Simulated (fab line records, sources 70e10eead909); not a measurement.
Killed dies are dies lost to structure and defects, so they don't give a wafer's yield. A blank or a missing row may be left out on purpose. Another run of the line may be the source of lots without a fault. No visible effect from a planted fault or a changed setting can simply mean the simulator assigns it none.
Check of tool commonality :: flow nand_harc :: 3 lots, 9 wafers sampled

== WHY IT WAS OPENED ==
On 2 of the 3 lots, a flag is raised at NHARC_END_SORT_01 on the reading killed_at_other. Wafers without a fault read 1.0, standard deviation 1.3.
Rule: a lot is flagged when every wafer of it that has a number lies more than 4 standard deviations from that mean, or none has a number. The other lots count as sound.

lot: L817
measured: day 26 16:31
on: prober-01
killed_at_other, wafer by wafer: 0 0 0
flag: 

lot: L828
measured: day 29 12:16
on: prober-01
killed_at_other, wafer by wafer: 76 106 102
flag: FLAGGED

lot: L830
measured: day 30 03:43
on: prober-01
killed_at_other, wafer by wafer: 99 73 101
flag: FLAGGED
Average over the flagged lots: 92.8; offset from the usual +91.8, equal to +71 standard deviations.

== WHICH TOOL EACH LOT WENT THROUGH ==
3 process steps preceding the reading are held in the record, out of 1302 steps in the route. Cell contents, in order: the tool; ch with the chambers the sampled wafers went through; the start.
lot: L817
flag: 
NHARC_THIN_TSV_CMP_01: cmp-04 ch 2,3, day 25 03:08
NHARC_THIN_TSV_DEGAS_49: pvd_sputter-02, day 25 07:22
NHARC_THIN_TSV_PRE_CLEAN_50: pvd_sputter-02, day 25 07:26

lot: L828
flag: FLAGGED
NHARC_THIN_TSV_CMP_01: cmp-04 ch 0,3, day 28 18:31
NHARC_THIN_TSV_DEGAS_49: pvd_sputter-03, day 28 22:38
NHARC_THIN_TSV_PRE_CLEAN_50: pvd_sputter-03, day 28 22:45

lot: L830
flag: FLAGGED
NHARC_THIN_TSV_CMP_01: cmp-02 ch 1,2,3, day 29 11:53
NHARC_THIN_TSV_DEGAS_49: pvd_sputter-03, day 29 15:59
NHARC_THIN_TSV_PRE_CLEAN_50: pvd_sputter-03, day 29 16:05
What is done by these steps:
- NHARC_THIN_TSV_CMP_01: polishes.
- NHARC_THIN_TSV_DEGAS_49: time 120 s.
- NHARC_THIN_TSV_PRE_CLEAN_50: time 30 s.
- NHARC_END_SORT_01

== FLAGGED AGAINST TOTAL, ONE TOOL AT A TIME (gauges that did the reading follow at the end) ==
step: NHARC_THIN_TSV_CMP_01
tool: cmp-02
lots run: 1
flagged: 1
share of the flagged lots: some
sound lots run after its first flagged lot: 0

step: NHARC_THIN_TSV_CMP_01
tool: cmp-04
lots run: 2
flagged: 1
share of the flagged lots: some
sound lots run after its first flagged lot: 0

step: NHARC_THIN_TSV_DEGAS_49
tool: pvd_sputter-02
lots run: 1
flagged: 0
share of the flagged lots: none
sound lots run after its first flagged lot: -

step: NHARC_THIN_TSV_DEGAS_49
tool: pvd_sputter-03
lots run: 2
flagged: 2
share of the flagged lots: all
sound lots run after its first flagged lot: 0

step: NHARC_THIN_TSV_PRE_CLEAN_50
tool: pvd_sputter-02
lots run: 1
flagged: 0
share of the flagged lots: none
sound lots run after its first flagged lot: -

step: NHARC_THIN_TSV_PRE_CLEAN_50
tool: pvd_sputter-03
lots run: 2
flagged: 2
share of the flagged lots: all
sound lots run after its first flagged lot: 0

step: NHARC_END_SORT_01
tool: prober-01
lots run: 3
flagged: 2
share of the flagged lots: all
sound lots run after its first flagged lot: 0

== WHAT THE TABLE ALLOWS ==
3 rows of the table ran every flagged lot: pvd_sputter-03 at NHARC_THIN_TSV_DEGAS_49, pvd_sputter-03 at NHARC_THIN_TSV_PRE_CLEAN_50, prober-01 at NHARC_END_SORT_01.
- pvd_sputter-03 at NHARC_THIN_TSV_DEGAS_49: 2 of its 2 lots flagged. The start can't be narrowed down: in this sample, it ran no sound lot prior to its first flagged lot.
- pvd_sputter-03 at NHARC_THIN_TSV_PRE_CLEAN_50: 2 of its 2 lots flagged. The start can't be narrowed down: in this sample, it ran no sound lot prior to its first flagged lot.
- prober-01 at NHARC_END_SORT_01: 2 of its 3 lots flagged. It ran its last sound lot, L817, at day 26 16:31 and its first flagged lot, L828, at day 29 12:16: a fault with its onset between the two fits.
A lot count leaves these 2 tools indistinguishable: every one of them fits a fault beginning at some hour. More lots, or a look at what each step does to the wafer, might.

== WHAT WAS PUT IN BY THE SIMULATOR ==
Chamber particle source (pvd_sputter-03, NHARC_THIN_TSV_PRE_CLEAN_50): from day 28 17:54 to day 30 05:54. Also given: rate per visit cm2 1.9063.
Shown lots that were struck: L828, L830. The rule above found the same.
